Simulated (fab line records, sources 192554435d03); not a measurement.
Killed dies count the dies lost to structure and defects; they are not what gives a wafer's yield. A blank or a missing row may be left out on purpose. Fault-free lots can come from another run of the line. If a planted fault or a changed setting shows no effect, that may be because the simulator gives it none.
Which tool is to blame? -- flow n5Finfet -- 27 wafers from 9 lots sampled at 6 of the route's 1938 steps

WHAT THE GAUGES READ, wafer by wafer
N5_SD_EPI_P_INSPECT_26: inspects for defects (darkfield). Usual: rawDefectCount reads 185 (standard deviation 46).
lot,measured,on,rawDefectCount,flag
L384,day 3 14:05,defectInspect-02,242 168 183,
L386,day 3 23:01,defectInspect-02,145 170 189,
L385,day 4 04:16,defectInspect-02,148 196 200,
L387,day 4 08:27,defectInspect-01,159 163 183,
L392,day 5 11:34,defectInspect-02,212 219 190,
L395,day 6 07:21,defectInspect-01,252 264 181,
L396,day 6 18:14,defectInspect-02,238 290 217,
L406,day 8 21:19,defectInspect-02,1419 1536 1402,OFF
L407,day 9 06:47,defectInspect-01,1452 1417 1459,OFF

N5_BEOL_M4_RC_MEAS_101. Usual: DIBL_N 37.1 mV/V, standard deviation 1.8; DIBL_P 37.2 mV/V, standard deviation 2.1; IOFF_N 0.17 nA/um, standard deviation 0.033; IOFF_P 0.22 nA/um, standard deviation 0.037; ION_N 680 uA/um, standard deviation 11; ION_P 464 uA/um, standard deviation 7.7; SS_N 71.7 mV/dec, standard deviation 0.63; SS_P 73.6 mV/dec, standard deviation 0.67; VT_N 248.9 mV, standard deviation 2.9; VT_P -251 mV, standard deviation 3.6.
lot,measured,on,DIBL_N (mV/V),DIBL_P (mV/V),IOFF_N (nA/um),IOFF_P (nA/um),ION_N (uA/um),ION_P (uA/um),SS_N (mV/dec),SS_P (mV/dec),VT_N (mV),VT_P (mV),flag
L384,day 9 21:03,prober-02,37.9 38.6 38.9,37.9 38.6 40.7,0.17 0.19 0.21,0.20 0.22 0.26,671 677 713,454 459 480,72.0 72.0 71.7,73.3 73.4 73.4,250.8 247.7 244.9,-250 -249 -249,
L386,day 8 19:38,prober-01,37.7 32.4 36.1,39.0 32.8 37.3,0.21 0.11 0.18,0.24 0.15 0.21,684 666 682,467 458 465,72.2 70.6 71.9,74.0 72.1 73.8,244.9 253.1 246.9,-249 -256 -250,
L385,day 9 01:41,prober-02,37.2 34.4 36.1,37.9 34.7 36.9,0.19 0.15 0.16,0.27 0.20 0.24,674 675 679,466 464 473,71.7 72.2 72.1,73.9 72.8 74.3,244.5 250.0 250.0,-245 -248 -245,
L387,day 8 22:56,prober-02,38.7 35.8 34.1,40.6 36.7 33.8,0.22 0.14 0.12,0.26 0.18 0.15,701 676 667,473 455 454,72.0 71.4 71.0,74.6 73.2 72.5,242.9 251.4 251.3,-248 -256 -256,
L392,day 10 03:49,prober-01,37.7 37.6 34.5,37.9 37.6 35.4,0.15 0.16 0.11,0.19 0.18 0.15,665 673 655,458 454 452,71.3 71.9 70.6,74.0 72.9 73.1,251.8 252.4 255.9,-255 -257 -258,
L395,day 11 00:59,prober-01,38.3 37.0 35.7,38.8 36.4 34.3,0.17 0.16 0.14,0.24 0.21 0.17,671 691 672,463 468 457,71.8 71.1 71.4,75.1 73.4 72.9,250.1 248.5 251.5,-246 -252 -251,
L396,day 11 19:04,prober-02,39.2 37.0 38.2,40.1 38.1 39.8,0.20 0.16 0.20,0.23 0.19 0.23,673 679 686,452 458 465,72.7 71.3 72.0,74.4 74.2 74.5,249.5 249.1 248.2,-252 -253 -250,

EACH LOT AND THE TOOL THAT RAN IT (in order: tool; ch and the chambers of the sampled wafers; start)
lot,N5_SD_EPI_N_STRIP_38,N5_SD_EPI_N_LINER_46,N5_SD_EPI_P_ETCH_47,N5_SD_EPI_P_STRIP_40
L384,"plasmaAsher-02 ch 0,1, day 3 05:44","aldSin-03 ch 0,1, day 3 09:37","rieDiel-06 ch 1,2, day 3 10:52","plasmaAsher-02 ch 0,1, day 3 11:11"
L386,"plasmaAsher-02 ch 1, day 3 15:38","aldSin-01 ch 0,1,2, day 3 18:33","rieDiel-06 ch 1,2,3, day 3 19:49","plasmaAsher-01 ch 0,1, day 3 20:08"
L385,"plasmaAsher-02 ch 0,1, day 3 19:19","aldSin-02 ch 0,1,3, day 3 22:58","rieDiel-02 ch 1,2, day 4 00:14","plasmaAsher-01 ch 0,1, day 4 00:32"
L387,"plasmaAsher-02 ch 0,1, day 4 01:09","aldSin-03 ch 1,3, day 4 04:04","rieDiel-04 ch 1,3, day 4 05:14","plasmaAsher-01 ch 0, day 4 05:34"
L392,"plasmaAsher-02 ch 0,1, day 5 02:26","aldSin-03 ch 0,1,3, day 5 07:06","rieDiel-02 ch 1,2,3, day 5 08:21","plasmaAsher-02 ch 0,1, day 5 08:40"
L395,"plasmaAsher-01 ch 0,1, day 5 23:11","aldSin-03 ch 1,2,3, day 6 02:07","rieDiel-06 ch 0,1,3, day 6 04:08","plasmaAsher-01 ch 0,1, day 6 04:28"
L396,"plasmaAsher-02 ch 0, day 6 10:49","aldSin-01 ch 1,2,3, day 6 13:54","rieDiel-02 ch 0,1,3, day 6 15:02","plasmaAsher-01 ch 0,1, day 6 15:22"
L406,"plasmaAsher-02 ch 0,1, day 8 13:50","aldSin-03 ch 1,2,3, day 8 16:44","rieDiel-06 ch 0,2, day 8 17:59","plasmaAsher-01 ch 0,1, day 8 18:19"
L407,"plasmaAsher-02 ch 0,1, day 8 21:38","aldSin-01 ch 0,2, day 9 02:19","rieDiel-04 ch 0,1, day 9 03:34","plasmaAsher-01 ch 1, day 9 03:53"
- N5_SD_EPI_N_STRIP_38: strips in N2/H2.
- N5_SD_EPI_N_LINER_46: material SiNx, target thk 3 nm.
- N5_SD_EPI_P_ETCH_47: etches SiOCN in CH3F/O2, target depth 25 nm.
- N5_SD_EPI_P_STRIP_40: strips in N2/H2.

WHAT THE TOOLS THEMSELVES READ (means of the sampled wafers that have a number; where no wafer has one, the mark that the record gives instead)
N5_SD_EPI_N_STRIP_38. Usual: drypumpMotorCurrentA 5.8 A, standard deviation 0.51; h2FlowSccm 3249 sccm, standard deviation 9; heaterPowerW 381 W, standard deviation 36; oesProductAu 0.759 a.u., standard deviation 0.012.
lot,tool,drypumpMotorCurrentA (A),h2FlowSccm (sccm),heaterPowerW (W),oesProductAu (a.u.),flag
L384,plasmaAsher-02,5.9,3250,398,0.760,
L386,plasmaAsher-02,5.2,3249,396,0.749,
L385,plasmaAsher-02,5.6,3248,390,0.754,
L387,plasmaAsher-02,5.9,3249,395,0.764,
L392,plasmaAsher-02,5.9,3251,400,0.762,
L395,plasmaAsher-01,5.9,3239,323,0.769,
L396,plasmaAsher-02,6.3,3237,406,0.768,
L406,plasmaAsher-02,5.6,3247,398,0.758,
L407,plasmaAsher-02,5.9,3254,393,0.763,

N5_SD_EPI_N_LINER_46. Usual: heaterPowerW reads 836 W (standard deviation 69).
lot,tool,heaterPowerW (W),flag
L384,aldSin-03,866,
L386,aldSin-01,818,
L385,aldSin-02,893,
L387,aldSin-03,855,
L392,aldSin-03,823,
L395,aldSin-03,779,
L396,aldSin-01,807,
L406,aldSin-03,800,
L407,aldSin-01,740,

N5_SD_EPI_P_ETCH_47. Usual: for biasW, 29.00 W with a standard deviation of 0.086; for drypumpMotorCurrentA, 5.9 A with a standard deviation of 0.35; for oes_f_703_au, 0.79 a.u. with a standard deviation of 0.097; for oesProductAu, 0.79 a.u. with a standard deviation of 0.096; for rfVppV, 127.8 V with a standard deviation of 2; for showerheadPlenumPTorr, 2.00 Torr with a standard deviation of 0.075; for throttleValvePct, 16.35 % with a standard deviation of 0.23.
lot,tool,biasW (W),drypumpMotorCurrentA (A),oes_f_703_au (a.u.),oesProductAu (a.u.),rfVppV (V),showerheadPlenumPTorr (Torr),throttleValvePct (%),flag
L384,rieDiel-06,29.02,5.9,0.75,0.75,127.5,2.03,16.13,
L386,rieDiel-06,28.96,5.9,0.78,0.79,127.8,1.98,16.34,
L385,rieDiel-02,29.05,5.7,0.73,0.74,129.2,2.02,16.51,
L387,rieDiel-04,29.01,5.5,0.86,0.84,127.0,2.04,16.16,
L392,rieDiel-02,29.07,5.7,0.90,0.90,127.2,2.04,16.29,
L395,rieDiel-06,28.95,5.9,0.84,0.84,127.7,1.96,16.34,
L396,rieDiel-02,28.98,6.1,0.80,0.79,127.2,1.99,16.40,
L406,rieDiel-06,28.97,5.9,0.79,0.78,127.9,2.08,16.03,
L407,rieDiel-04,29.06,6.2,0.68,0.67,128.1,1.91,16.67,

N5_SD_EPI_P_STRIP_40. Usual: drypumpMotorCurrentA 5.8 A, standard deviation 0.43; h2FlowSccm 3249 sccm, standard deviation 9.1; heaterPowerW 361 W, standard deviation 44; oesProductAu 0.762 a.u., standard deviation 0.011.
lot,tool,drypumpMotorCurrentA (A),h2FlowSccm (sccm),heaterPowerW (W),oesProductAu (a.u.),flag
L384,plasmaAsher-02,5.9,3249,397,0.756,
L386,plasmaAsher-01,5.8,3247,312,0.749,
L385,plasmaAsher-01,5.9,3250,325,0.761,
L387,plasmaAsher-01,5.7,3252,291,0.756,
L392,plasmaAsher-02,5.6,3253,393,0.752,
L395,plasmaAsher-01,5.9,3242,327,0.760,
L396,plasmaAsher-01,5.9,3243,332,0.770,
L406,plasmaAsher-01,-,-,-,-,OFF
L407,plasmaAsher-01,-,-,-,-,OFF

THE ANSWER, worked out from the rows above alone
Rule: take the mean of a lot's wafers that have a number; if it is more than 3 standard deviations from the usual mean, the lot is off. A lot without any number at a reading at which 4 lots or more have one is off too. The other lots that the step has rows for count as sound. After the gauges, taken in route order, come the tools' own readings; for these a lot's mean is taken, as printed above. At the first step where some lot is off, the reading lying furthest off is the one used; lots without a number count as furthest.
Off: L406, L407 (N5_SD_EPI_P_INSPECT_26, rawDefectCount).
A tool fits if, at a process step before that reading, it ran every lot that is off, and no sound lot after the first of them. The gauges at N5_SD_EPI_P_INSPECT_26 aren't tried: what is off there is off at N5_SD_EPI_P_STRIP_40 too, on other tools, and a gauge's error can't cause that. 2 tools fit, plasmaAsher-02 at N5_SD_EPI_N_STRIP_38 and plasmaAsher-01 at N5_SD_EPI_P_STRIP_40, so this cannot tell which one it is.

WHAT HAD BEEN PUT IN BY THE SIMULATOR
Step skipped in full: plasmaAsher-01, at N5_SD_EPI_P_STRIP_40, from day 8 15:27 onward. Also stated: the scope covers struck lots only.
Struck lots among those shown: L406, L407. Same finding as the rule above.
